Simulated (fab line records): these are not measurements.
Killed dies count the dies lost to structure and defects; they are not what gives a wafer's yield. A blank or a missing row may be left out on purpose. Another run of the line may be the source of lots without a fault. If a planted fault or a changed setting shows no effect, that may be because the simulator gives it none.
The tool behind it: which one? + flow n5Finfet + 10 lots with 30 wafers sampled at 4 steps, on a route of 1938 steps

WHAT THE GAUGES READ, wafer by wafer
N5_PASSIVATION_OVL_MEAS_66. Usual: PASS_OPEN_OVL typically reads -2 nm, with standard deviation 4.8.
| lot  | measured     | on         | PASS_OPEN_OVL (nm) | flag |
|------|--------------|------------|--------------------|------|
| L534 | day 11 21:32 | overlay-02 | -3 -4 3            |      |
| L540 | day 13 18:01 | overlay-02 | 2 -3 9             |      |
| L542 | day 14 05:52 | overlay-02 | -1 2 3             |      |
| L545 | day 14 19:57 | overlay-02 | -8 0 2             |      |
| L543 | day 15 04:20 | overlay-02 | 1 7 -2             |      |
| L544 | day 15 03:55 | overlay-01 | -2 -7 -6           |      |
| L546 | day 15 15:34 | overlay-01 | -3 -2 -5           |      |
| L552 | day 16 20:05 | overlay-01 | 3 -3 1             |      |
| L553 | day 16 23:32 | overlay-01 | 5 3 4              |      |
| L557 | day 18 09:28 | overlay-02 | 5 -3 4             |      |

TOOL THAT RAN EACH LOT (tool first, then ch and the chambers of the sampled wafers, then the start)
| lot  | N5_BEOL_M10_TRENCH_ETCH_37        | N5_MIM_TOP_ETCH_ETCH_00          | N5_PASSIVATION_STRIP_34           |
|------|-----------------------------------|----------------------------------|-----------------------------------|
| L534 | rieDiel-05 ch 0,1, day 9 23:56    | rieMetal-02 ch 0,1, day 11 14:04 | rieDiel-02 ch 0,2,3, day 11 20:14 |
| L540 | rieDiel-02 ch 1,2, day 11 18:13   | rieMetal-02 ch 1, day 13 09:44   | rieDiel-01 ch 2,3, day 13 16:49   |
| L542 | rieDiel-01 ch 1,2,3, day 12 10:07 | rieMetal-02 ch 0,1, day 13 23:44 | rieDiel-01 ch 0,1,2, day 14 04:48 |
| L545 | rieDiel-01 ch 1,2,3, day 12 18:26 | rieMetal-02 ch 0,1, day 14 12:52 | rieDiel-02 ch 1,2,3, day 14 18:49 |
| L543 | rieDiel-01 ch 0,2,3, day 13 00:49 | rieMetal-02 ch 0,1, day 14 21:58 | rieDiel-05 ch 1,2, day 15 03:09   |
| L544 | rieDiel-02 ch 0,1, day 13 04:26   | rieMetal-01 ch 0,1, day 14 22:16 | rieDiel-01 ch 0,1,2, day 15 02:44 |
| L546 | rieDiel-02 ch 0,1, day 13 14:59   | rieMetal-01 ch 0,1, day 15 07:13 | rieDiel-01 ch 0,1,3, day 15 14:29 |
| L552 | rieDiel-02 ch 0,1,2, day 14 23:40 | rieMetal-01 ch 0,1, day 16 13:16 | rieDiel-02 ch 1,2,3, day 16 18:53 |
| L553 | rieDiel-02 ch 0,2,3, day 15 02:38 | rieMetal-01 ch 0,1, day 16 17:29 | rieDiel-01 ch 0,1,2, day 16 22:20 |
| L557 | rieDiel-01 ch 1,2,3, day 16 10:04 | rieMetal-02 ch 0, day 18 02:18   | rieDiel-05 ch 0,1,2, day 18 08:14 |
- N5_BEOL_M10_TRENCH_ETCH_37: etches SiCOH lowk in C4F6/O2, target depth 148.83 nm, time 48 s.
- N5_MIM_TOP_ETCH_ETCH_00: etches TiN in Cl2/BCl3, target depth 38.5 nm.
- N5_PASSIVATION_STRIP_34: strips in O2.

AS READ BY THE TOOLS THEMSELVES (means over the sampled wafers that have a number; for cases with no such wafer, the mark the record gives instead)
N5_BEOL_M10_TRENCH_ETCH_37. Usual: drypumpMotorCurrentA 5.8 A (standard deviation 0.47); mfcArSccm 300.1 sccm (standard deviation 0.92); oesProductAu 0.78 a.u. (standard deviation 0.094); rfFwdPowerW 341.2 W (standard deviation 1.5); rfVppV 665 V (standard deviation 4.9); showerheadPlenumPTorr 2.79 Torr (standard deviation 0.037); throttleValvePct 20.93 % (standard deviation 0.27).
| lot  | tool       | drypumpMotorCurrentA (A) | mfcArSccm (sccm) | oesProductAu (a.u.) | rfFwdPowerW (W) | rfVppV (V) | showerheadPlenumPTorr (Torr) | throttleValvePct (%) | flag |
|------|------------|--------------------------|------------------|---------------------|-----------------|------------|------------------------------|----------------------|------|
| L534 | rieDiel-05 | 5.4                      | 299.7            | 0.76                | 342.2           | 662        | 2.80                         | 20.79                |      |
| L540 | rieDiel-02 | 6.0                      | 300.4            | 0.70                | 341.6           | 661        | 2.83                         | 21.20                |      |
| L542 | rieDiel-01 | 5.4                      | 300.1            | 0.85                | 341.8           | 666        | 2.79                         | 20.95                |      |
| L545 | rieDiel-01 | 5.4                      | 300.5            | 0.85                | 341.2           | 665        | 2.79                         | 20.96                |      |
| L543 | rieDiel-01 | 5.7                      | 301.4            | 0.80                | 341.6           | 664        | 2.78                         | 20.93                |      |
| L544 | rieDiel-02 | 5.8                      | 300.1            | 0.73                | 340.9           | 666        | 2.77                         | 20.94                |      |
| L546 | rieDiel-02 | 5.9                      | 299.7            | 0.70                | 341.5           | 669        | 2.79                         | 20.86                |      |
| L552 | rieDiel-02 | 5.9                      | 301.4            | 0.70                | 341.5           | 663        | 2.79                         | 21.10                |      |
| L553 | rieDiel-02 | 5.9                      | 301.0            | 0.72                | 340.9           | 662        | 2.80                         | 21.14                |      |
| L557 | rieDiel-01 | 5.4                      | 299.9            | 0.88                | 341.8           | 665        | 2.78                         | 20.89                |      |

N5_MIM_TOP_ETCH_ETCH_00. Usual: drypumpMotorCurrentA 5.4 A, standard deviation 0.4; mfcArSccm 25.01 sccm, standard deviation 0.08; oesProductAu 0.77 a.u., standard deviation 0.073; rfFwdPowerW 994 W, standard deviation 3.2; throttleValvePct 22.67 %, standard deviation 0.16.
| lot  | tool        | drypumpMotorCurrentA (A) | mfcArSccm (sccm) | oesProductAu (a.u.) | rfFwdPowerW (W) | throttleValvePct (%) | flag |
|------|-------------|--------------------------|------------------|---------------------|-----------------|----------------------|------|
| L534 | rieMetal-02 | 5.5                      | 24.98            | 0.70                | 996             | 22.79                |      |
| L540 | rieMetal-02 | 5.3                      | 25.07            | 0.66                | 998             | 22.93                |      |
| L542 | rieMetal-02 | 5.7                      | 24.97            | 0.73                | 994             | 22.68                |      |
| L545 | rieMetal-02 | 5.7                      | 24.95            | 0.73                | 996             | 22.69                |      |
| L543 | rieMetal-02 | 5.5                      | 25.06            | 0.68                | 996             | 22.81                |      |
| L544 | rieMetal-01 | 5.2                      | 24.97            | 0.84                | 994             | 22.53                |      |
| L546 | rieMetal-01 | 5.2                      | 25.04            | 0.84                | 991             | 22.53                |      |
| L552 | rieMetal-01 | 5.0                      | 25.02            | 0.82                | 996             | 22.62                |      |
| L553 | rieMetal-01 | 5.0                      | 25.06            | 0.81                | 989             | 22.62                |      |
| L557 | rieMetal-02 | 5.9                      | 25.02            | 0.74                | 994             | 22.58                |      |

N5_PASSIVATION_STRIP_34. Usual: drypumpMotorCurrentA 5.7 A, standard deviation 0.49; oesProductAu 0.80 a.u., standard deviation 0.097; rfVppV 3.8 V, standard deviation 1.6; showerheadPlenumPTorr 2.05 Torr, standard deviation 0.031; throttleValvePct 16.64 %, standard deviation 0.23.
| lot  | tool       | drypumpMotorCurrentA (A) | oesProductAu (a.u.) | rfVppV (V) | showerheadPlenumPTorr (Torr) | throttleValvePct (%) | flag |
|------|------------|--------------------------|---------------------|------------|------------------------------|----------------------|------|
| L534 | rieDiel-02 | 5.9                      | 0.74                | 3.2        | 2.06                         | 16.84                |      |
| L540 | rieDiel-01 | 5.1                      | 0.75                | 3.5        | 2.05                         | 16.88                |      |
| L542 | rieDiel-01 | 6.0                      | 0.84                | 3.3        | 2.04                         | 16.52                |      |
| L545 | rieDiel-02 | 6.1                      | 0.69                | 4.0        | 2.08                         | 16.81                |      |
| L543 | rieDiel-05 | 5.7                      | 0.79                | 6.0        | 2.03                         | 16.56                |      |
| L544 | rieDiel-01 | 6.0                      | 0.85                | 3.2        | 2.04                         | 16.52                |      |
| L546 | rieDiel-01 | 5.6                      | 0.87                | 3.4        | 2.04                         | 16.50                |      |
| L552 | rieDiel-02 | 6.0                      | 0.68                | 3.7        | 2.07                         | 16.84                |      |
| L553 | rieDiel-01 | 6.0                      | 0.82                | 4.2        | 2.03                         | 16.55                |      |
| L557 | rieDiel-05 | 5.4                      | 0.86                | 2.9        | 2.11                         | 16.45                |      |

THE ANSWER, worked out from the rows above alone
Rule: lot off if the mean of its wafers having a number is beyond 3 standard deviations from the usual mean. Also off: a lot with no number at a reading for which 4 or more lots have one. Where the step has rows for the other lots, those lots are counted as sound. Order of review: gauges by route order, followed by the tools' own readings, for which a lot's mean as printed above is used. The first step at which some lot is off is used, and at that step the reading that is off furthest; a lot without a number counts as furthest.
No lot is off at any reading shown: from this, nothing can be told.

WHAT THE SIMULATOR PUT IN
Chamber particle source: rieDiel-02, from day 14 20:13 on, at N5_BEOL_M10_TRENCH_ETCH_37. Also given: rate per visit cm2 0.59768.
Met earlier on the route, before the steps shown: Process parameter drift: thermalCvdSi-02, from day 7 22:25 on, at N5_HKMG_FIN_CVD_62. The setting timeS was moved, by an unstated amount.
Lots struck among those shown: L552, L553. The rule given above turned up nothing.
